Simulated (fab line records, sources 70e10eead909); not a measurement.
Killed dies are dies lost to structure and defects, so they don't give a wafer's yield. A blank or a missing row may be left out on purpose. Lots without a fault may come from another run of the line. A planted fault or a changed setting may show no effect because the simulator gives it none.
fab line records | flow nand_harc
record lots=24 wafers=72 last_day=32
route steps=1302 shown P_ZERO_WELL@18 P_STI@89 P_GATE@122
lots that met no fault: from a run of the same line without faults
start_h: hours from the record's first day to the start of the lot's first wafer shown | wait_h: hours since the lot's step before | " the same as in the row above | L1.1+2: a row that stands for several wafers | - no value, or no start given | * or withheld: withheld | < > ~ a bound
route shown NAME@n: a module of which the file shows steps, and the number in the route of the first | usual: mean/standard deviation of fault-free wafers | same: alike in all rows | chamber/n: place in a boat | sites: the reading at each site | _std_site: their standard deviation | _edge_site: outer sites' mean less inner sites' | radius_mm: how far each site lies from the wafer's centre | mask NAME#n: copy n | behind: the tool/chamber that last shaped the wafer | hold: why the lot was held/for how many hours/how that ended | device: the transistor (n, p or np) that didn't switch | end of line: the same wafers' tests at the end of the route | a step without rows: its recipe alone | killed: dies lost to structure and defects at the first sort, not the wafer's yield | map: a wafer's dies, x killed, . not, _ none there
set.NAME: the setting as run; set.NAME@STEP: as run at that earlier step | model.NAME: the simulator's own value behind a step, which no gauge read
steps of the route over a sample of lots; a table a step, a row a wafer
services: from which hour (start_h, from the record's first day; less than 0 if before it) a tool's chamber was out of use, for how many hours, and why
## steps
# step NHARC_P_ZERO_WELL_ETCH_62
# recipe target_depth_a=130 time_s=6.5 chf3_flow_sccm=50 ar_flow_sccm=200 rf_w=500 bias_w=200 chemistry=CHF3/Ar
# usual drypump_motor_current_A=5.8/0.46 oes_product_au=0.961/0.018 rf_vpp_V=369.9/2.5 showerhead_plenum_p_Torr=2.31/0.095 throttle_valve_pct=20.217/0.0095
# columns lot.wafer tool chamber start_h wait_h drypump_motor_current_A oes_product_au rf_hours_counter_h rf_vpp_V showerhead_plenum_p_Torr throttle_valve_pct
L074.1 rie_diel-08 2 - - 6.3 0.944 0 370.2 2.40 20.230
L074.2 " 0 " " 6.0 0.969 0 369.3 2.22 20.215
L074.6 " 2 " " 6.3 0.950 - 371.9 2.40 20.208
L075.4 rie_diel-06 3 - - 6.2 0.969 28 369.0 2.32 20.215
L075.1 " 1 " " 5.5 0.965 29 367.9 2.27 20.226
L075.5 " 3 " " 6.2 0.967 - 370.3 2.32 20.216
L076.4 rie_diel-06 3 - - 6.2 0.951 31 369.5 2.32 20.220
L076.1 " 0 " " 6.1 0.979 27 371.3 2.32 20.219
L076.5 " 2 " " 6.3 0.940 - 367.7 2.19 20.211
L077.4 rie_diel-08 0 - - 6.1 0.990 9 368.7 2.22 20.214
L077.2 " 1 " " 5.5 0.989 9 373.1 2.41 20.208
L077.5 " 2 " " 6.3 0.987 - 371.4 2.39 20.236
L078.2 rie_diel-08 0 - - 6.0 0.986 14 367.7 2.22 20.212
L078.1 " 3 " " 5.1 0.961 13 374.2 2.44 20.208
L078.6 " 0 " " 6.0 0.981 - 367.3 2.22 20.222
L079.4 rie_diel-06 1 - - 5.6 0.958 39 370.0 2.26 20.214
L079.2 " 3 " " 6.2 0.967 43 369.9 2.32 20.208
L079.5 " 0 " " 6.1 0.985 - 370.2 2.32 20.227
L080.1 rie_diel-06 0 - - 6.1 0.984 42 369.5 2.32 20.219
L080.2 " 3 " " 6.2 0.979 46 369.6 2.32 20.219
L080.6 " 0 " " 6.2 0.980 - 369.3 2.32 20.205
L081.4 rie_diel-08 2 - - 6.3 0.987 21 371.9 2.39 20.229
L081.1 " 1 " " 5.5 0.974 23 373.4 2.40 20.222
L081.5 " 2 " " 6.3 0.979 - 370.9 2.39 20.200
L082.4 rie_diel-08 3 - - 5.1 0.947 25 372.3 2.44 20.224
L082.3 " 0 " " 6.1 0.965 28 367.9 2.21 20.211
L082.5 " 3 " " 5.1 0.956 - 372.9 2.44 20.223
L083.4 rie_diel-08 0 - - 6.1 0.980 32 367.7 2.21 20.207
L083.3 " 3 " " 5.1 0.950 29 370.9 2.44 20.228
L083.6 " 1 " " 5.5 0.965 - 371.6 2.40 20.223
L084.1 rie_diel-10 2 - - 5.1 0.950 15 365.7 2.19 20.216
L084.4 " 0 " " 5.0 0.962 15 366.6 2.18 20.221
L084.5 " 1 " " 5.5 0.953 - 376.1 2.53 20.224
L085.3 rie_diel-08 1 - - 5.5 0.928 38 370.9 2.39 20.210
L085.2 " 0 " " 6.0 0.963 40 368.2 2.21 20.217
L085.6 " 1 " " 5.5 0.939 - 372.9 2.40 20.216
L086.1 rie_diel-08 0 - - 6.1 0.985 43 367.1 2.21 20.225
L086.3 " 1 " " 5.5 0.972 41 372.4 2.39 20.222
L086.4 " 2 " " 6.3 0.983 40 372.1 2.38 20.206
L087.1 rie_diel-06 0 - - 6.2 0.974 4 369.3 2.31 20.208
L087.3 " 1 " " 5.6 0.974 3 369.4 2.26 20.226
L087.2 " 3 " " 6.3 0.955 3 370.1 2.31 20.221
L088.2 rie_diel-06 3 - - 6.2 0.948 5 370.7 2.31 20.226
L088.5 " 3 " " 6.2 0.956 - 370.4 2.31 20.210
L088.6 " 0 " " 6.1 0.977 - 369.9 2.31 20.194
L089.4 rie_diel-06 3 - - 6.2 0.959 7 369.7 2.31 20.212
L089.2 " 2 " " 6.3 0.962 8 367.0 2.18 20.197
L089.5 " 3 " " 6.2 0.945 - 369.5 2.31 20.203
L090.4 rie_diel-10 0 - - 5.0 0.923 43 367.1 2.17 20.220
L090.2 " 1 " " 5.5 0.929 37 374.3 2.52 20.216
L090.5 " 0 " " 5.0 0.937 - 365.4 2.17 20.222
L091.4 rie_diel-06 2 - - 6.4 0.962 17 364.9 2.18 20.220
L091.2 " 3 " " 6.2 0.920 13 369.9 2.30 20.216
L091.3 " 0 " " 6.1 0.958 14 368.2 2.31 20.213
L092.4 rie_diel-08 3 - - 5.1 0.961 0 373.4 2.43 20.218
L092.2 " 1 " " 5.5 0.991 0 370.4 2.39 20.211
L092.6 " 2 " " 6.3 0.961 - 372.5 2.38 20.221
L093.2 rie_diel-06 1 - - 5.5 0.967 21 369.4 2.25 20.219
L093.1 " 3 " " 6.2 0.939 18 369.3 2.30 20.227
L093.5 " 0 " " 6.1 0.961 - 369.3 2.31 20.195
L094.1 rie_diel-10 2 - - 5.1 0.981 54 367.6 2.18 20.197
L094.3 " 0 " " 5.0 0.954 58 365.7 2.16 20.209
L094.2 " 1 " " 5.5 0.987 54 374.8 2.51 20.213
L095.2 rie_diel-06 2 - - 6.3 0.933 31 366.7 2.17 20.216
L095.1 " 3 " " 6.2 0.946 26 371.7 2.30 20.230
L095.6 " 1 " " 5.5 0.941 - 368.8 2.25 20.212
L096.1 rie_diel-06 1 - - 5.5 0.955 27 368.4 2.25 20.217
L096.4 " 3 " " 6.2 0.935 26 369.6 2.30 20.225
L096.6 " 1 " " 5.5 0.952 - 367.9 2.25 20.219
L097.3 rie_diel-08 0 - - 6.1 0.983 17 367.4 2.20 20.209
L097.1 " 1 " " 5.5 0.955 17 370.5 2.38 20.195
L097.5 " 2 " " 6.3 0.940 - 371.6 2.37 20.238
# step NHARC_P_STI_ETCH_31
# recipe target_depth_a=1089 time_s=54.5 cf4_flow_sccm=100 chf3_flow_sccm=30 ar_flow_sccm=0 rf_w=500 bias_w=200 chemistry=CF4/CHF3
# usual drypump_motor_current_A=5.9/0.5 oes_product_au=0.966/0.017 rf_vpp_V=370.6/2 showerhead_plenum_p_Torr=1.58/0.057 throttle_valve_pct=16.803/0.0083
# columns lot.wafer tool chamber start_h wait_h drypump_motor_current_A oes_product_au rf_hours_counter_h rf_vpp_V showerhead_plenum_p_Torr throttle_valve_pct
L074.1 rie_diel-07 3 - - 6.2 0.994 9 370.4 1.59 16.799
L074.2 " 0 " " 6.6 0.982 10 368.0 1.51 16.806
L074.6 " 3 " " 6.2 0.994 - 370.8 1.59 16.797
L075.1 rie_diel-07 0 - - 6.6 0.987 12 368.0 1.50 16.800
L075.4 " 1 " " 5.3 0.976 8 368.4 1.52 16.806
L075.5 " 1 " " 5.3 0.980 - 367.8 1.52 16.799
L076.4 rie_diel-03 3 - - 5.3 0.962 5 371.8 1.58 16.792
L076.1 " 2 " " 6.2 0.933 5 373.6 1.63 16.796
L076.5 " 3 " " 5.3 0.963 - 370.2 1.58 16.813
L077.4 rie_diel-03 0 - - 5.3 0.961 6 374.5 1.66 16.799
L077.2 " 1 " " 6.3 0.983 5 369.5 1.56 16.807
L077.5 " 1 " " 6.2 0.985 - 369.0 1.56 16.798
L078.2 rie_diel-07 1 - - 5.3 0.985 10 368.7 1.52 16.810
L078.1 " 2 " " 5.2 0.965 10 367.3 1.51 16.816
L078.6 " 0 " " 6.6 0.969 - 369.0 1.50 16.798
L079.2 rie_diel-11 1 - - 6.5 0.967 0 372.8 1.66 16.798
L079.4 " 2 " " 5.9 0.968 1 371.5 1.60 16.814
L079.5 " 0 " " 5.8 0.944 - 369.8 1.55 16.800
L080.1 rie_diel-11 3 - - 6.2 0.972 1 372.9 1.65 16.806
L080.2 " 0 " " 5.8 0.951 1 369.6 1.55 16.812
L080.6 " 0 " " 5.8 0.950 - 369.3 1.55 16.810
L081.1 rie_diel-03 1 - - 6.2 0.964 0 369.7 1.56 16.800
L081.4 " 2 " " 6.2 0.935 0 375.4 1.63 16.813
L081.5 " 0 " " 5.3 0.967 - 373.3 1.66 16.802
L082.3 rie_diel-11 3 - - 6.2 0.956 2 373.9 1.65 16.799
L082.4 " 2 " " 6.0 0.970 2 370.5 1.60 16.804
L082.5 " 0 " " 5.8 0.944 - 369.3 1.55 16.818
L083.3 rie_diel-07 0 - - 6.5 0.963 2 369.1 1.50 16.796
L083.4 " 2 " " 5.2 0.936 - 368.1 1.51 16.805
L083.6 " 1 " " 5.3 0.967 - 367.3 1.52 16.792
L084.1 rie_diel-07 2 - - 5.2 0.947 3 367.3 1.51 16.799
L084.4 " 0 " " 6.6 0.991 3 367.8 1.50 16.793
L084.5 " 2 " " 5.2 0.945 - 369.6 1.51 16.805
L085.3 rie_diel-03 2 - - 6.2 0.942 3 373.3 1.63 16.791
L085.2 " 3 " " 5.3 0.962 3 370.4 1.57 16.799
L085.6 " 2 " " 6.2 0.939 - 374.1 1.63 16.803
L086.4 rie_diel-11 3 - - 6.2 0.961 5 373.4 1.65 16.810
L086.3 " 0 " " 5.8 0.936 5 370.5 1.55 16.789
L086.1 " 2 " " 5.9 0.964 5 371.5 1.60 16.812
L087.3 rie_diel-11 2 - - 5.9 0.971 6 370.3 1.60 16.821
L087.2 " 3 " " 6.2 0.956 5 372.5 1.65 16.790
L087.1 " 1 " " 6.5 0.972 5 372.0 1.66 16.816
L088.2 rie_diel-07 3 - - 6.2 0.978 4 370.8 1.59 16.798
L088.5 " 3 " " 6.2 0.972 - 371.9 1.59 16.798
L088.6 " 0 " " 6.6 0.954 - 369.4 1.50 16.807
L089.2 rie_diel-03 0 - - 5.3 0.963 4 372.5 1.66 16.808
L089.4 " 2 " " 6.2 0.946 4 372.6 1.63 16.799
L089.5 " 1 " " 6.2 0.954 - 369.6 1.56 16.820
L090.4 rie_diel-03 1 - - 6.2 0.970 4 369.7 1.56 16.807
L090.2 " 2 " " 6.2 0.958 4 371.9 1.63 16.799
L090.5 " 2 " " 6.2 0.957 - 372.4 1.63 16.807
L091.4 rie_diel-07 0 - - 6.6 0.985 7 368.4 1.50 16.801
L091.3 " 1 " " 5.3 0.967 7 369.7 1.52 16.793
L091.2 " 3 " " 6.2 1.001 6 369.6 1.59 16.791
L092.2 rie_diel-03 2 - - 6.2 0.959 5 372.6 1.63 16.791
L092.4 " 3 " " 5.3 0.964 5 371.6 1.57 16.801
L092.6 " 1 " " 6.3 0.957 - 368.9 1.56 16.807
L093.2 rie_diel-07 1 - - 5.3 0.980 9 367.5 1.52 16.822
L093.1 " 3 " " 6.2 1.004 8 371.0 1.59 16.800
L093.5 " 0 " " 6.6 0.997 - 368.7 1.50 16.797
L094.1 rie_diel-07 0 - - 6.6 0.987 10 367.8 1.50 16.806
L094.2 " 1 " " 5.3 0.996 9 369.8 1.52 16.801
L094.3 " 3 " " 6.2 0.990 9 371.9 1.59 16.802
L095.1 rie_diel-07 2 - - 5.2 0.964 11 368.1 1.51 16.788
L095.2 " 0 " " 6.6 0.982 10 369.5 1.50 16.793
L095.6 " 1 " " 5.3 0.974 - 368.4 1.52 16.800
L096.4 rie_diel-11 3 - - 6.2 0.995 0 371.9 1.65 16.793
L096.1 " 0 " " 5.8 0.954 0 368.8 1.54 16.804
L096.6 " 3 " " 6.2 0.995 - 373.4 1.65 16.798
L097.1 rie_diel-11 0 - - 5.8 0.965 0 369.5 1.54 16.816
L097.3 " 3 " " 6.2 0.989 0 372.8 1.65 16.806
L097.5 " 0 " " 5.8 0.971 - 369.8 1.54 16.796
# step NHARC_P_STI_CMP_21
# recipe t_overpolish_s=20 target_thk_nm=380.67
# usual motor_current_A=11.6/0.99 overpolish_run_s=20.000/0.0089
# same t_overpolish_s=20
# columns lot.wafer tool chamber start_h wait_h motor_current_A overpolish_run_s
L074.1 cmp-04 3 64.80 0.4 10.7 20.009
L074.2 " 1 " " 11.6 19.995
L074.6 " 0 " " 13.0 19.996
L075.4 cmp-01 2 79.21 0.4 11.9 19.994
L075.1 " 0 " " 10.9 19.991
L075.5 " 1 " " 10.2 20.014
L076.1 cmp-03 0 83.03 0.4 12.2 20.002
L076.4 " 2 " " 12.3 19.998
L076.5 " 1 " " 10.4 19.988
L077.4 cmp-04 3 90.58 0.4 11.6 19.998
L077.2 " 0 " " 12.3 20.003
L077.5 " 3 " " 10.7 19.994
L078.2 cmp-03 0 106.53 0.4 12.8 20.004
L078.1 " 2 " " 11.8 20.003
L078.6 " 3 " " 11.3 19.994
L079.4 cmp-03 3 111.10 0.4 11.5 20.006
L079.2 " 0 " " 12.4 20.004
L079.5 " 1 " " 10.3 19.994
L080.2 cmp-04 0 123.00 0.4 12.0 19.992
L080.1 " 1 " " 11.3 20.011
L080.6 " 0 " " 11.9 19.999
L081.4 cmp-04 1 134.13 0.4 11.7 20.009
L081.1 " 0 " " 12.3 19.995
L081.5 " 1 " " 11.7 20.003
L082.3 cmp-01 0 146.44 0.4 11.0 20.002
L082.4 " 2 " " 12.4 19.994
L082.5 " 3 " " 11.6 20.001
L083.4 cmp-01 3 156.68 0.4 11.2 20.006
L083.3 " 1 " " 10.4 19.996
L083.6 " 3 " " 11.8 20.004
L084.1 cmp-03 0 164.16 0.4 12.4 20.000
L084.4 " 1 " " 10.4 19.991
L084.5 " 3 " " 11.0 20.000
L085.2 cmp-01 2 174.47 0.4 12.0 20.002
L085.3 " 0 " " 11.0 19.984
L085.6 " 3 " " 11.4 20.010
L086.3 cmp-03 1 186.72 0.4 10.1 20.014
L086.4 " 2 " " 11.9 20.006
L086.1 " 3 " " 11.4 19.991
L087.1 cmp-04 1 193.11 0.4 12.3 20.015
L087.2 " 2 " " 14.7 19.992
L087.3 " 3 " " 10.8 19.997
L089.4 cmp-04 1 209.56 0.4 12.5 20.005
L089.2 " 2 " " 14.3 19.990
L089.5 " 0 " " 12.3 20.021
L088.2 cmp-01 2 209.59 0.4 11.9 19.994
L088.6 " 0 " " 11.2 20.008
L088.5 " 1 " " 10.2 20.005
L090.2 cmp-03 2 225.65 0.4 11.9 19.990
L090.4 " 3 " " 11.4 20.032
L090.5 " 2 " " 11.5 20.000
L091.2 cmp-01 1 230.15 0.4 10.4 19.991
L091.4 " 2 " " 12.5 19.986
L091.3 " 0 " " 11.5 19.995
L092.4 cmp-03 3 242.13 0.4 11.1 20.001
L092.2 " 0 " " 12.4 20.004
L092.6 " 1 " " 10.1 20.008
L093.2 cmp-03 2 254.88 0.4 12.0 20.000
L093.1 " 3 " " 10.8 20.008
L093.5 " 2 " " 12.2 19.986
L094.2 cmp-01 1 261.72 0.4 10.5 20.003
L094.1 " 2 " " 11.5 19.981
L094.3 " 3 " " 11.9 20.009
L095.2 cmp-03 3 272.63 0.4 11.1 20.004
L095.1 " 0 " " 12.3 19.990
L095.6 " 0 " " 12.0 20.005
L096.4 cmp-03 3 282.96 0.4 11.5 20.015
L096.1 " 1 " " 10.5 20.009
L096.6 " 0 " " 11.9 19.990
L097.3 cmp-03 2 290.98 0.4 12.1 19.994
L097.1 " 0 " " 12.4 19.985
L097.5 " 2 " " 12.0 20.001
# step NHARC_P_GATE_CD_MEAS_11
# recipe target_cd_nm=1640 landing_energy_ev=500
# usual cd_nm=1639.3/2.8
# same landing_energy_ev=500
# columns lot.wafer tool chamber start_h wait_h cd_nm
L074.1 cd_sem-01 0 82.09 - 1641.4
L074.2 " 0 " " 1644.8
L074.6 " 0 " " 1641.2
L075.1 cd_sem-02 0 95.96 - 1639.0
L075.4 " 0 " " 1638.3
L075.5 " 0 " " 1637.2
L076.1 cd_sem-03 0 99.58 - 1641.2
L076.4 " 0 " " 1639.7
L076.5 " 0 " " 1638.3
L077.2 cd_sem-03 0 106.87 - 1640.5
L077.4 " 0 " " 1643.8
L077.5 " 0 " " 1640.7
L078.1 cd_sem-03 0 123.28 - 1639.7
L078.2 " 0 " " 1640.9
L078.6 " 0 " " 1639.6
L079.2 cd_sem-03 0 129.45 - 1634.7
L079.4 " 0 " " 1636.5
L079.5 " 0 " " 1638.2
L080.1 cd_sem-03 0 142.97 - 1636.9
L080.2 " 0 " " 1635.7
L080.6 " 0 " " 1636.0
L081.1 cd_sem-01 0 150.64 - 1642.8
L081.4 " 0 " " 1642.0
L081.5 " 0 " " 1645.2
L082.3 cd_sem-01 0 164.99 - 1636.1
L082.4 " 0 " " 1637.3
L082.5 " 0 " " 1636.5
L083.3 cd_sem-02 0 173.48 - 1643.4
L083.4 " 0 " " 1641.1
L083.6 " 0 " " 1643.1
L084.1 cd_sem-03 0 181.11 - 1639.7
L084.4 " 0 " " 1642.9
L084.5 " 0 " " 1635.6
L085.2 cd_sem-01 0 190.59 - 1633.2
L085.3 " 0 " " 1634.7
L085.6 " 0 " " 1636.3
L086.1 cd_sem-02 0 203.58 - 1637.3
L086.3 " 0 " " 1641.0
L086.4 " 0 " " 1638.8
L087.1 cd_sem-01 0 209.58 - 1643.1
L087.2 " 0 " " 1640.4
L087.3 " 0 " " 1639.2
L088.2 cd_sem-01 0 227.61 - 1640.3
L088.5 " 0 " " 1641.4
L088.6 " 0 " " 1641.3
L089.2 cd_sem-03 0 227.77 - 1642.8
L089.4 " 0 " " 1641.3
L089.5 " 0 " " 1639.3
L090.2 cd_sem-01 0 242.45 - 1633.7
L090.4 " 0 " " 1635.8
L090.5 " 0 " " 1641.4
L091.2 cd_sem-03 0 247.92 - 1637.3
L091.3 " 0 " " 1639.7
L091.4 " 0 " " 1639.9
L092.2 cd_sem-03 0 258.60 - 1640.5
L092.4 " 0 " " 1642.6
L092.6 " 0 " " 1640.2
L093.1 cd_sem-03 0 271.18 - 1636.2
L093.2 " 0 " " 1642.9
L093.5 " 0 " " 1637.5
L094.1 cd_sem-02 0 278.99 - 1636.1
L094.2 " 0 " " 1635.8
L094.3 " 0 " " 1637.7
L095.1 cd_sem-01 0 290.63 - 1637.2
L095.2 " 0 " " 1643.3
L095.6 " 0 " " 1640.2
L096.1 cd_sem-02 0 301.83 - 1645.2
L096.4 " 0 " " 1641.1
L096.6 " 0 " " 1638.2
L097.1 cd_sem-03 0 307.14 - 1640.0
L097.3 " 0 " " 1636.5
L097.5 " 0 " " 1635.6
# step NHARC_P_GATE_DESCUM_48
# recipe time_s=3 o2_flow_sccm=200 ar_flow_sccm=0 bias_power_w=0 chemistry=O2
# usual drypump_motor_current_A=5.8/0.36 oes_product_au=1.005/0.013 rf_vpp_V=57.9/0.93 showerhead_plenum_p_Torr=1.94/0.089 throttle_valve_pct=11.312/0.0082
# same bias_power_w=0
# columns lot.wafer tool chamber start_h wait_h drypump_motor_current_A oes_product_au rf_hours_counter_h rf_vpp_V showerhead_plenum_p_Torr throttle_valve_pct
L074.1 rie_diel-01 2 109.70 - 5.4 0.988 4.5 58.4 2.00 11.308
L074.2 " 3 " " 6.0 0.996 4.1 56.1 1.81 11.316
L074.6 " 1 " " 5.7 0.993 - 57.8 2.02 11.314
L075.4 rie_diel-13 1 124.38 - 6.0 1.030 7.8 57.7 1.95 11.322
L075.1 " 0 " " 5.7 0.982 8.2 56.8 1.85 11.296
L075.5 " 2 " " 5.7 1.018 - 56.8 2.00 11.319
L076.1 rie_diel-13 2 126.87 - 5.7 1.013 7.8 59.7 2.00 11.300
L076.5 " 2 " " 5.7 1.020 - 58.6 2.00 11.313
L076.4 " 0 " " 5.8 0.996 - 56.0 1.85 11.311
L077.4 rie_diel-01 0 137.22 - 5.5 1.013 4.6 55.8 1.84 11.306
L077.2 " 1 " " 5.7 0.987 5.0 58.1 2.02 11.314
L077.5 " 0 " " 5.5 1.010 - 58.4 1.84 11.304
L078.2 rie_diel-01 1 152.12 - 5.7 0.991 5.9 57.8 2.02 11.302
L078.1 " 0 " " 5.5 1.000 5.2 55.0 1.84 11.299
L078.6 " 2 " " 5.3 0.989 - 58.9 2.00 11.301
L079.2 rie_diel-05 3 157.24 - 6.3 1.014 9.8 58.3 2.03 11.303
L079.4 " 3 " " 6.3 1.022 - 57.9 2.03 11.304
L079.5 " 0 " " 5.1 1.012 - 57.3 2.02 11.316
L080.2 rie_diel-01 3 168.88 - 6.0 1.003 6.2 58.2 1.81 11.306
L080.1 " 2 " " 5.4 0.985 6.9 58.5 2.00 11.324
L080.6 " 3 " " 6.0 0.996 - 58.2 1.81 11.310
L081.1 rie_diel-01 1 176.64 - 5.7 1.002 7.8 58.1 2.02 11.338
L081.4 " 3 " " 6.0 1.003 6.2 57.7 1.81 11.314
L081.5 " 1 " " 5.7 0.991 - 58.5 2.02 11.316
L082.3 rie_diel-05 3 191.24 - 6.3 1.005 11.7 58.8 2.03 11.318
L082.5 " 1 " " 6.3 1.023 - 56.9 1.93 11.315
L082.4 " 3 " " 6.3 1.002 - 59.0 2.03 11.310
L083.3 rie_diel-01 3 199.78 - 6.0 0.993 7.7 57.6 1.80 11.301
L083.4 " 1 " " 5.7 1.005 9.3 57.3 2.02 11.299
L083.6 " 3 " " 6.0 1.005 - 57.4 1.80 11.301
L084.4 rie_diel-01 1 213.26 - 5.7 1.015 0 59.7 2.02 11.303
L084.1 " 2 " " 5.3 0.999 0 57.1 2.00 11.320
L084.5 " 1 " " 5.7 1.006 - 57.3 2.02 11.323
L085.3 rie_diel-13 2 219.34 - 5.8 1.017 3.9 59.0 2.00 11.307
L085.2 " 3 " " 5.6 1.000 3.0 58.0 1.79 11.315
L085.6 " 2 " " 5.7 1.013 - 58.2 2.00 11.318
L086.4 rie_diel-13 1 232.21 - 6.0 1.018 4.9 57.9 1.94 11.311
L086.3 " 2 " " 5.7 1.008 5.4 57.7 2.00 11.318
L086.1 " 3 " " 5.5 0.991 4.6 56.6 1.79 11.311
L087.3 rie_diel-01 0 235.91 - 5.5 1.013 1.1 58.2 1.84 11.316
L087.2 " 1 " " 5.7 1.018 1.8 59.8 2.02 11.311
L087.1 " 2 " " 5.4 1.006 1.7 58.4 1.99 11.308
L089.2 rie_diel-01 2 257.71 - 5.4 0.997 4.2 58.1 1.99 11.295
L089.4 " 0 " " 5.5 1.007 2.8 58.4 1.84 11.306
L089.5 " 2 " " 5.4 0.990 - 58.0 1.99 11.318
L088.2 rie_diel-13 2 260.61 - 5.7 0.996 6.8 59.1 2.00 11.295
L088.6 " 2 " " 5.7 1.000 - 59.6 2.00 11.311
L088.5 " 3 " " 5.5 0.982 - 56.9 1.79 11.308
L090.2 rie_diel-13 1 271.08 - 6.0 1.015 7.7 57.4 1.94 11.311
L090.4 " 0 " " 5.9 0.991 6.9 57.3 1.85 11.310
L090.5 " 2 " " 5.7 1.006 - 58.1 2.00 11.313
L091.2 rie_diel-05 3 276.05 - 6.3 1.033 1.2 58.2 2.03 11.327
L091.3 " 0 " " 5.1 0.992 0.2 57.0 2.02 11.324
L091.4 " 1 " " 6.3 1.035 1.1 58.5 1.93 11.302
L092.2 rie_diel-13 3 288.24 - 5.5 0.993 7.8 58.0 1.79 11.313
L092.4 " 0 " " 5.8 1.000 8.3 57.7 1.84 11.314
L092.6 " 2 " " 5.7 1.007 - 56.9 2.00 11.311
L093.1 rie_diel-05 1 299.27 - 6.3 1.018 2.6 57.9 1.93 11.300
L093.2 " 3 " " 6.2 1.017 2.8 58.3 2.03 11.312
L093.5 " 2 " " 6.3 0.996 - 58.0 2.05 11.316
L094.3 rie_diel-05 2 305.42 - 6.3 1.017 2.7 57.6 2.05 11.290
L094.1 " 3 " " 6.3 1.014 2.8 58.0 2.03 11.311
L094.2 " 1 " " 6.3 1.032 2.6 57.2 1.93 11.306
L095.1 rie_diel-01 2 318.24 - 5.4 0.998 7.9 59.0 1.99 11.303
L095.2 " 3 " " 6.0 0.999 9.2 58.0 1.80 11.306
L095.6 " 2 " " 5.4 1.000 - 58.9 1.99 11.308
L096.4 rie_diel-05 0 328.05 - 5.1 0.991 1.8 59.4 2.02 11.309
L096.1 " 2 " " 6.3 1.007 3.4 58.9 2.05 11.314
L096.6 " 3 " " 6.3 1.013 - 58.9 2.03 11.299
L097.3 rie_diel-05 1 335.41 - 6.3 1.028 3.3 56.9 1.93 11.323
L097.1 " 2 " " 6.3 1.013 3.4 55.9 2.05 11.310
L097.5 " 2 " " 6.3 1.022 - 58.5 2.05 11.316
# step NHARC_P_GATE_STRIP_95
# recipe power_w=1500 temp_c=250 chemistry=O2
# usual drypump_motor_current_A=5.19/0.27 heater_power_w=349/31
# columns lot.wafer tool chamber start_h wait_h drypump_motor_current_A heater_power_w rf_hours_counter_h
L074.1 plasma_asher-01 1 114.28 0.6 5.57 394 25
L074.2 " 0 " " 5.03 347 25
L074.6 " 1 " " 5.59 389 -
L075.1 plasma_asher-02 1 128.69 0.6 4.89 358 9
L075.4 " 1 " " 4.87 353 -
L075.5 " 1 " " 4.89 356 -
L076.1 plasma_asher-01 0 131.40 0.6 5.00 347 29
L076.4 " 0 " " 5.03 342 -
L076.5 " 1 " " 5.57 401 -
L077.2 plasma_asher-02 0 141.81 0.5 5.21 324 12
L077.4 " 0 " " 5.20 323 -
L077.5 " 0 " " 5.19 317 -
L078.2 plasma_asher-01 0 156.55 0.6 5.02 348 35
L078.1 " 1 " " 5.56 400 35
L078.6 " 1 " " 5.59 392 -
L079.2 plasma_asher-01 0 161.70 0.5 5.05 346 36
L079.4 " 0 " " 5.07 331 -
L079.5 " 0 " " 5.06 347 -
L080.2 plasma_asher-02 0 173.56 0.6 5.20 313 20
L080.1 " 1 " " 4.88 353 20
L080.6 " 1 " " 4.87 340 -
L081.1 plasma_asher-01 0 181.38 0.5 5.04 325 2
L081.4 " 1 " " 5.58 394 -
L081.5 " 1 " " 5.58 394 -
L082.3 plasma_asher-01 0 195.72 0.4 5.04 332 -
L082.4 " 1 " " 5.58 391 -
L082.5 " 1 " " 5.62 399 -
L083.4 plasma_asher-01 0 204.10 0.4 5.02 327 -
L083.3 " 1 " " 5.58 401 -
L083.6 " 1 " " 5.60 398 -
L084.1 plasma_asher-01 0 217.72 0.6 5.03 326 8
L084.4 " 0 " " 5.03 333 -
L084.5 " 1 " " 5.57 392 -
L085.2 plasma_asher-02 1 223.80 0.5 4.89 344 29
L085.3 " 0 " " 5.22 319 -
L085.6 " 1 " " 4.88 347 -
L086.1 plasma_asher-01 1 236.64 0.6 5.59 393 12
L086.3 " 1 " " 5.56 404 -
L086.4 " 0 " " 5.02 326 -
L087.1 plasma_asher-01 0 240.35 0.6 5.04 324 14
L087.2 " 1 " " 5.57 391 14
L087.3 " 0 " " 5.05 325 -
L089.2 plasma_asher-02 1 262.02 0.6 4.87 341 1
L089.4 " 1 " " 4.88 347 -
L089.5 " 0 " " 5.20 311 -
L088.2 plasma_asher-01 0 265.18 0.5 5.01 332 20
L088.5 " 1 " " 5.56 393 -
L088.6 " 0 " " 5.03 329 -
L090.2 plasma_asher-01 1 275.52 0.6 5.59 389 22
L090.4 " 1 " " 5.57 383 -
L090.5 " 1 " " 5.60 404 -
L091.2 plasma_asher-02 1 280.34 0.5 4.87 340 5
L091.3 " 0 " " 5.21 311 -
L091.4 " 1 " " 4.88 348 -
L092.2 plasma_asher-02 0 292.67 0.5 5.19 312 7
L092.4 " 1 " " 4.91 348 -
L092.6 " 0 " " 5.20 299 -
L093.2 plasma_asher-01 1 303.70 0.6 5.60 387 26
L093.1 " 0 " " 5.00 332 26
L093.5 " 1 " " 5.56 398 -
L094.2 plasma_asher-01 0 310.11 0.6 5.05 330 29
L094.1 " 1 " " 5.55 391 29
L094.3 " 0 " " 5.04 332 -
L095.2 plasma_asher-02 1 322.67 0.6 4.87 336 14
L095.1 " 0 " " 5.21 309 14
L095.6 " 0 " " 5.21 310 -
L096.1 plasma_asher-02 0 332.73 0.6 5.20 310 16
L096.4 " 1 " " 4.87 336 -
L096.6 " 0 " " 5.20 310 -
L097.1 plasma_asher-02 0 340.20 0.6 5.22 312 20
L097.3 " 0 " " 5.22 311 -
L097.5 " 1 " " 4.87 348 -
## services
# columns tool chamber start_h hours kind
rie_diel-07 2 3.06 9.5 repair
rie_diel-07 1 7.72 8.7 repair
cmp-03 - 8.01 3.6 repair
rie_diel-01 2 8.24 4.4 repair
rie_diel-08 - 13.80 9.0 pm
cmp-03 - 28.17 0.7 repair
rie_diel-06 1 48.32 8.0 repair
rie_diel-06 1 62.12 8.1 repair
cmp-03 - 70.97 4.0 pm
rie_diel-06 - 77.37 0.6 repair
plasma_asher-01 - 105.05 0.5 repair
rie_diel-06 - 130.37 9.0 pm
cmp-03 - 131.90 2.3 repair
plasma_asher-01 - 165.08 9.0 pm
cmp-03 - 168.97 4.0 pm
cmp-03 - 177.48 0.8 repair
rie_diel-06 3 181.43 9.7 repair
rie_diel-06 0 182.83 2.9 repair
rie_diel-06 1 252.93 42.4 repair
cmp-03 - 266.97 4.0 pm
rie_diel-06 3 287.12 1.3 repair
rie_diel-06 - 307.37 9.0 pm
cmp-03 - 311.14 1.2 repair
plasma_asher-01 - 331.40 9.0 repair
## key
fault none
